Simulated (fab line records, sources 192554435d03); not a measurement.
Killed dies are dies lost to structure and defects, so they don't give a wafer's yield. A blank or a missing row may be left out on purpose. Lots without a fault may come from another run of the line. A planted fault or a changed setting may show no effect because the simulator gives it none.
Chamber matching | flow n5_finfet | N5_GATE_CUT_ETCH_58 on rie_diel-04: 4 sister chambers
The step etches SiNx in CH3F/O2, target depth 17 nm, time 128.6 s. 4 wafers are shown with their chamber, then 8 later ones without.

WAFERS WITH THEIR CHAMBER
wafer  | chamber | drypump_motor_current_A (A)
L084.6 | 1       | 5.6
L085.2 | 2       | 6.5
L088.3 | 0       | 6.2
L089.1 | 3       | 5.0

WAFERS WITHOUT THEIR CHAMBER
wafer  | drypump_motor_current_A (A)
L089.2 | 6.2
L089.5 | 5.6
L095.2 | 5.5
L095.3 | 5.0
L095.4 | 6.5
L096.2 | 5.5
L096.3 | 5.0
L096.6 | 6.2

WHICH CHAMBER EACH WENT THROUGH
wafer  | from the rows above | in truth
L089.2 | 0                   | 0
L089.5 | 1                   | 1
L095.2 | 1                   | 1
L095.3 | 3                   | 3
L095.4 | 2                   | 2
L096.2 | 1                   | 1
L096.3 | 3                   | 3
L096.6 | 0                   | 0
Placed correctly: 8 of 8. Can't be placed from these rows: 0. Placed wrongly: 0.
How it was worked out, from the rows above alone: a wafer's distance from a chamber is the root of the sum, over the readings, of the square of ((its reading less the chamber's mean) divided by the reading's scatter). The wafer belongs to the nearest chamber; if the next one is less than 2 further off, it can't be placed. A chamber's mean is the mean of its shown wafers. The scatter: with one shown wafer a chamber, the root of the mean of the squares of how far each hidden wafer lies from its nearest shown one.
